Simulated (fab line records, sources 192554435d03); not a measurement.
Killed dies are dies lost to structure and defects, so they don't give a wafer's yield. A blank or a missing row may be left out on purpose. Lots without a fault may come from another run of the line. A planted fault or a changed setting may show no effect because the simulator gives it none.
Which tool did it? | flow n5_finfet | 24 lots, 72 wafers sampled, at 5 steps of a route of 1938

WHAT THE GAUGES READ, wafer by wafer
N5_BEOL_M5_CD_MEAS_18: pitch 56 nm, target cd 28 nm. Usual: cd_nm 27.9 nm, standard deviation 0.33.
lot  | measured     | on        | cd_nm (nm)     | flag
L074 | day 8 14:28  | cd_sem-03 | 28.3 27.5 28.0 |
L076 | day 8 21:57  | cd_sem-02 | 27.9 27.6 27.7 |
L075 | day 8 23:25  | cd_sem-02 | 27.7 27.9 28.2 |
L077 | day 9 05:43  | cd_sem-01 | 27.9 28.1 27.9 |
L078 | day 9 17:04  | cd_sem-02 | 27.9 27.8 27.7 |
L079 | day 9 17:35  | cd_sem-02 | 27.9 27.8 28.2 |
L080 | day 9 20:42  | cd_sem-02 | 27.6 27.9 27.2 |
L081 | day 10 09:06 | cd_sem-01 | 27.5 27.6 27.3 |
L083 | day 10 17:50 | cd_sem-03 | 28.3 28.4 28.3 |
L082 | day 11 02:12 | cd_sem-01 | 27.8 27.5 27.9 |
L084 | day 11 02:20 | cd_sem-03 | 27.7 27.8 27.5 |
L085 | day 11 03:12 | cd_sem-01 | 27.6 27.6 27.9 |
L087 | day 11 06:13 | cd_sem-01 | 27.6 27.5 28.0 |
L086 | day 11 12:17 | cd_sem-01 | 27.9 27.9 28.5 |
L089 | day 11 20:14 | cd_sem-03 | 27.6 27.5 27.4 |
L088 | day 12 11:38 | cd_sem-02 | 27.6 27.6 27.2 |
L090 | day 12 16:09 | cd_sem-02 | 28.1 28.2 27.6 |
L091 | day 12 19:28 | cd_sem-01 | 28.4 28.0 28.4 |
L092 | day 12 19:40 | cd_sem-01 | 27.6 27.8 28.2 |
L093 | day 12 20:34 | cd_sem-01 | 28.3 28.2 27.3 |
L094 | day 13 12:58 | cd_sem-01 | 27.8 27.9 28.1 |
L095 | day 13 14:45 | cd_sem-01 | 27.9 27.5 27.2 |
L096 | day 13 16:58 | cd_sem-03 | 27.7 28.4 28.0 |
L097 | day 14 02:38 | cd_sem-03 | 27.8 27.9 27.7 |

WHICH TOOL RAN EACH LOT (tool, then ch and the chambers of the sampled wafers, then the start)
lot  | N5_BEOL_M4_ALD_98                 | N5_BEOL_M4_DEGAS_44          | N5_BEOL_M4_SPUTTER_48        | N5_BEOL_M5_ETCH_61
L074 | ald_sin-03 ch 1,2,3, day 8 03:50  | pvd_sputter-01, day 8 08:10  | pvd_sputter-02, day 8 08:47  | rie_diel-02 ch 1,2,3, day 8 14:06
L076 | ald_sin-02 ch 0,1,3, day 8 06:10  | pvd_sputter-02, day 8 13:14  | pvd_sputter-03, day 8 14:01  | rie_diel-04 ch 0,1,3, day 8 21:25
L075 | ald_sin-02 ch 0,2,3, day 8 06:16  | pvd_sputter-01, day 8 16:41  | pvd_sputter-01, day 8 17:43  | rie_diel-02 ch 0,1, day 8 22:52
L077 | ald_sin-02 ch 2,3, day 8 07:52    | pvd_sputter-02, day 8 23:25  | pvd_sputter-02, day 9 00:09  | rie_diel-06 ch 1,2, day 9 05:20
L078 | ald_sin-02 ch 0,2, day 9 02:03    | pvd_sputter-03, day 9 10:11  | pvd_sputter-01, day 9 10:59  | rie_diel-06 ch 0,2, day 9 16:41
L079 | ald_sin-04 ch 1,2,3, day 9 05:38  | pvd_sputter-03, day 9 10:16  | pvd_sputter-03, day 9 11:08  | rie_diel-02 ch 0,2,3, day 9 17:12
L080 | ald_sin-03 ch 0,1,2, day 9 05:50  | pvd_sputter-03, day 9 13:20  | pvd_sputter-03, day 9 14:17  | rie_diel-02 ch 1,3, day 9 20:13
L081 | ald_sin-04 ch 0,1,3, day 9 20:37  | pvd_sputter-02, day 10 01:09 | pvd_sputter-01, day 10 02:04 | rie_diel-04 ch 0,1,3, day 10 08:44
L083 | ald_sin-04 ch 1,2,3, day 10 01:32 | pvd_sputter-03, day 10 09:25 | pvd_sputter-03, day 10 10:01 | rie_diel-02 ch 0,2,3, day 10 17:27
L082 | ald_sin-04 ch 0,1, day 10 10:46   | pvd_sputter-02, day 10 17:04 | pvd_sputter-03, day 10 17:42 | rie_diel-02 ch 2,3, day 11 01:44
L084 | ald_sin-02 ch 0,2,3, day 10 13:05 | pvd_sputter-02, day 10 17:47 | pvd_sputter-01, day 10 19:04 | rie_diel-06 ch 0,1,2, day 11 01:57
L085 | ald_sin-03 ch 0,1,3, day 10 18:04 | pvd_sputter-03, day 10 20:22 | pvd_sputter-03, day 10 21:13 | rie_diel-02 ch 0,2, day 11 02:49
L087 | ald_sin-04 ch 1,2,3, day 10 18:40 | pvd_sputter-02, day 10 20:31 | pvd_sputter-01, day 10 22:53 | rie_diel-04 ch 1,2,3, day 11 05:43
L086 | ald_sin-02 ch 0,2, day 11 03:34   | pvd_sputter-01, day 11 05:45 | pvd_sputter-03, day 11 06:42 | rie_diel-06 ch 0,1,2, day 11 11:55
L089 | ald_sin-04 ch 0,2,3, day 11 07:58 | pvd_sputter-03, day 11 13:39 | pvd_sputter-01, day 11 14:25 | rie_diel-04 ch 1,2,3, day 11 19:52
L088 | ald_sin-04 ch 0,2,3, day 12 01:49 | pvd_sputter-01, day 12 04:06 | pvd_sputter-01, day 12 05:10 | rie_diel-02 ch 0,2,3, day 12 11:09
L090 | ald_sin-04 ch 0,1, day 12 01:56   | pvd_sputter-01, day 12 07:41 | pvd_sputter-01, day 12 08:30 | rie_diel-06 ch 0,2, day 12 15:28
L091 | ald_sin-03 ch 0,1, day 12 05:41   | pvd_sputter-02, day 12 11:49 | pvd_sputter-01, day 12 12:24 | rie_diel-04 ch 0,2, day 12 19:05
L092 | ald_sin-03 ch 0,2,3, day 12 10:08 | pvd_sputter-02, day 12 12:04 | pvd_sputter-03, day 12 12:58 | rie_diel-06 ch 0,2,3, day 12 19:17
L093 | ald_sin-03 ch 0,2,3, day 12 10:14 | pvd_sputter-03, day 12 12:06 | pvd_sputter-02, day 12 13:59 | rie_diel-06 ch 1,2,3, day 12 20:01
L094 | ald_sin-02 ch 0,1,3, day 12 22:00 | pvd_sputter-02, day 13 06:40 | pvd_sputter-02, day 13 07:16 | rie_diel-04 ch 1,2, day 13 12:36
L095 | ald_sin-04 ch 0,2,3, day 13 05:04 | pvd_sputter-01, day 13 08:04 | pvd_sputter-01, day 13 08:57 | rie_diel-02 ch 0,1,3, day 13 14:21
L096 | ald_sin-02 ch 0,1,2, day 13 09:38 | pvd_sputter-02, day 13 10:43 | pvd_sputter-01, day 13 11:16 | rie_diel-04 ch 0,1,2, day 13 16:36
L097 | ald_sin-03 ch 0,1,2, day 13 14:57 | pvd_sputter-03, day 13 17:57 | pvd_sputter-03, day 13 19:04 | rie_diel-06 ch 0,3, day 14 02:05
- N5_BEOL_M4_ALD_98: deposits SiO2, target thk 2.5 nm, pulse time 1 s, co reactant pulse time 1 s.
- N5_BEOL_M4_DEGAS_44: time 60 s.
- N5_BEOL_M4_SPUTTER_48: material Cu, target thk 4.5 nm, time 8.29 s.
- N5_BEOL_M5_ETCH_61: etches SiARC in CF4, target depth 15.6 nm, time 26 s.

WHAT THE TOOLS THEMSELVES READ (means of the sampled wafers that have a number; where no wafer has one, the mark that the record gives instead)
N5_BEOL_M4_ALD_98. Usual: heater_power_w 80 W, standard deviation 7.2; precursor_pulse_height_rel 1.001, standard deviation 0.02.
lot  | tool       | heater_power_w (W) | precursor_pulse_height_rel | flag
L074 | ald_sin-03 | 77                 | 1.006                      |
L076 | ald_sin-02 | 77                 | 1.003                      |
L075 | ald_sin-02 | 77                 | 1.021                      |
L077 | ald_sin-02 | 81                 | 1.005                      |
L078 | ald_sin-02 | 77                 | 1.003                      |
L079 | ald_sin-04 | 84                 | 0.998                      |
L080 | ald_sin-03 | 80                 | 0.995                      |
L081 | ald_sin-04 | 76                 | 1.004                      |
L083 | ald_sin-04 | 83                 | 0.999                      |
L082 | ald_sin-04 | 73                 | 0.998                      |
L084 | ald_sin-02 | 78                 | 0.992                      |
L085 | ald_sin-03 | 83                 | 0.987                      |
L087 | ald_sin-04 | 84                 | 1.004                      |
L086 | ald_sin-02 | 77                 | 0.992                      |
L089 | ald_sin-04 | 84                 | 0.994                      |
L088 | ald_sin-04 | 85                 | 1.012                      |
L090 | ald_sin-04 | 75                 | 1.013                      |
L091 | ald_sin-03 | 83                 | 0.994                      |
L092 | ald_sin-03 | 80                 | 1.001                      |
L093 | ald_sin-03 | 79                 | 0.996                      |
L094 | ald_sin-02 | 77                 | 0.993                      |
L095 | ald_sin-04 | 85                 | 0.990                      |
L096 | ald_sin-02 | 76                 | 1.006                      |
L097 | ald_sin-03 | 81                 | 1.011                      |

N5_BEOL_M4_DEGAS_44. Usual: heater_power_w 342 W, standard deviation 34.
lot  | tool           | heater_power_w (W) | flag
L074 | pvd_sputter-01 | 292                |
L076 | pvd_sputter-02 | 325                |
L075 | pvd_sputter-01 | 336                |
L077 | pvd_sputter-02 | 315                |
L078 | pvd_sputter-03 | 345                |
L079 | pvd_sputter-03 | 336                |
L080 | pvd_sputter-03 | 349                |
L081 | pvd_sputter-02 | 319                |
L083 | pvd_sputter-03 | 352                |
L082 | pvd_sputter-02 | 345                |
L084 | pvd_sputter-02 | 354                |
L085 | pvd_sputter-03 | 362                |
L087 | pvd_sputter-02 | 324                |
L086 | pvd_sputter-01 | 368                |
L089 | pvd_sputter-03 | 341                |
L088 | pvd_sputter-01 | 361                |
L090 | pvd_sputter-01 | 313                |
L091 | pvd_sputter-02 | 339                |
L092 | pvd_sputter-02 | 339                |
L093 | pvd_sputter-03 | 337                |
L094 | pvd_sputter-02 | 318                |
L095 | pvd_sputter-01 | 333                |
L096 | pvd_sputter-02 | 349                |
L097 | pvd_sputter-03 | 370                |

N5_BEOL_M4_SPUTTER_48. Usual: throttle_valve_pct 29.8 %, standard deviation 1.2.
lot  | tool           | throttle_valve_pct (%) | flag
L074 | pvd_sputter-02 | 29.8                   |
L076 | pvd_sputter-03 | 29.7                   |
L075 | pvd_sputter-01 | 28.2                   |
L077 | pvd_sputter-02 | 29.2                   |
L078 | pvd_sputter-01 | 30.3                   |
L079 | pvd_sputter-03 | 29.4                   |
L080 | pvd_sputter-03 | 30.0                   |
L081 | pvd_sputter-01 | 28.0                   |
L083 | pvd_sputter-03 | 30.2                   |
L082 | pvd_sputter-03 | 29.9                   |
L084 | pvd_sputter-01 | 30.2                   |
L085 | pvd_sputter-03 | 30.1                   |
L087 | pvd_sputter-01 | 31.2                   |
L086 | pvd_sputter-03 | 30.2                   |
L089 | pvd_sputter-01 | 31.6                   |
L088 | pvd_sputter-01 | 30.2                   |
L090 | pvd_sputter-01 | 31.3                   |
L091 | pvd_sputter-01 | 30.2                   |
L092 | pvd_sputter-03 | 29.5                   |
L093 | pvd_sputter-02 | 30.2                   |
L094 | pvd_sputter-02 | 29.7                   |
L095 | pvd_sputter-01 | 29.1                   |
L096 | pvd_sputter-01 | 29.3                   |
L097 | pvd_sputter-03 | 29.6                   |

N5_BEOL_M5_ETCH_61. Usual: chamber_pressure_mTorr 39.99 mTorr, standard deviation 0.035; drypump_motor_current_A 5.5 A, standard deviation 0.44; etch_rf_on_time_s 25.8 s, standard deviation 0.58; oes_product_au 0.70 a.u., standard deviation 0.09; rf_fwd_power_W 531.7 W, standard deviation 1.8; rf_vpp_V 184.4 V, standard deviation 1.2; showerhead_plenum_p_Torr 2.17 Torr, standard deviation 0.074; throttle_valve_pct 15.60 %, standard deviation 0.28.
lot  | tool        | chamber_pressure_mTorr (mTorr) | drypump_motor_current_A (A) | etch_rf_on_time_s (s) | oes_product_au (a.u.) | rf_fwd_power_W (W) | rf_vpp_V (V) | showerhead_plenum_p_Torr (Torr) | throttle_valve_pct (%) | flag
L074 | rie_diel-02 | 40.00                          | 5.8                         | 26.0                  | 0.60                  | 534.6              | 184.3        | 2.14                            | 15.79                  |
L076 | rie_diel-04 | 39.98                          | 5.6                         | 26.0                  | 0.68                  | 532.1              | 184.4        | 2.18                            | 15.64                  |
L075 | rie_diel-02 | 39.99                          | 5.9                         | 26.2                  | 0.66                  | 531.4              | 184.1        | 2.11                            | 15.47                  |
L077 | rie_diel-06 | 40.00                          | 5.1                         | 25.5                  | 0.82                  | 532.6              | 185.1        | 2.22                            | 15.48                  |
L078 | rie_diel-06 | 39.96                          | 4.8                         | 25.8                  | 0.69                  | 532.2              | 184.3        | 2.12                            | 15.74                  |
L079 | rie_diel-02 | 39.95                          | 5.7                         | 25.8                  | 0.75                  | 531.3              | 185.5        | 2.22                            | 15.57                  |
L080 | rie_diel-02 | 39.99                          | 5.9                         | 26.3                  | 0.75                  | 533.7              | 183.5        | 2.13                            | 15.46                  |
L081 | rie_diel-04 | 40.02                          | 5.6                         | 26.1                  | 0.67                  | 533.8              | 184.0        | 2.17                            | 15.66                  |
L083 | rie_diel-02 | 40.00                          | 5.7                         | 25.8                  | 0.72                  | 532.5              | 184.5        | 2.22                            | 15.59                  |
L082 | rie_diel-02 | 40.02                          | 5.6                         | 26.1                  | 0.66                  | 531.6              | 184.9        | 2.21                            | 15.80                  |
L084 | rie_diel-06 | 39.96                          | 5.1                         | 25.5                  | 0.71                  | 531.6              | 183.9        | 2.14                            | 15.63                  |
L085 | rie_diel-02 | 39.99                          | 5.7                         | 25.5                  | 0.70                  | 530.7              | 184.8        | 2.25                            | 15.57                  |
L087 | rie_diel-04 | 40.01                          | 5.5                         | 26.1                  | 0.65                  | 531.1              | 184.5        | 2.17                            | 15.67                  |
L086 | rie_diel-06 | 39.99                          | 5.1                         | 25.5                  | 0.72                  | 532.4              | 183.8        | 2.13                            | 15.63                  |
L089 | rie_diel-04 | 40.00                          | 5.4                         | 26.1                  | 0.65                  | 532.1              | 184.9        | 2.17                            | 15.68                  |
L088 | rie_diel-02 | 40.01                          | 5.8                         | 26.0                  | 0.70                  | 531.4              | 184.0        | 2.22                            | 15.61                  |
L090 | rie_diel-06 | 39.97                          | 4.8                         | 25.8                  | 0.66                  | 531.1              | 184.5        | 2.11                            | 15.78                  |
L091 | rie_diel-04 | 39.97                          | 5.5                         | 25.3                  | 0.74                  | 530.5              | 184.4        | 2.17                            | 15.30                  |
L092 | rie_diel-06 | 40.02                          | 4.8                         | 25.8                  | 0.65                  | 531.2              | 183.9        | 2.16                            | 15.72                  |
L093 | rie_diel-06 | 40.00                          | 5.1                         | 25.6                  | 0.69                  | 531.7              | 184.2        | 2.18                            | 15.58                  |
L094 | rie_diel-04 | 40.00                          | 5.3                         | 25.6                  | 0.67                  | 532.9              | 183.2        | 2.15                            | 15.40                  |
L095 | rie_diel-02 | 40.03                          | 5.9                         | 25.8                  | 0.75                  | 531.5              | 185.6        | 2.23                            | 15.32                  |
L096 | rie_diel-04 | 40.02                          | 5.4                         | 25.6                  | 0.69                  | 530.8              | 184.4        | 2.15                            | 15.41                  |
L097 | rie_diel-06 | 40.02                          | 4.8                         | 25.5                  | 0.69                  | 531.5              | 184.2        | 2.08                            | 15.70                  |

THE ANSWER, worked out from the rows above alone
Rule: a lot is off if the mean of its wafers that have a number lies more than 3 standard deviations from the usual mean. A lot without any number at a reading at which 4 lots or more have one is off too. The other lots that the step has rows for count as sound. The gauges are gone through in route order, then the tools' own readings, and for those a lot's mean is taken as printed above. The first step at which some lot is off is used, and at that step the reading that is off furthest; a lot without a number counts as furthest.
No lot is off at any reading shown: from this, nothing can be told.

WHAT THE SIMULATOR HAD PUT IN
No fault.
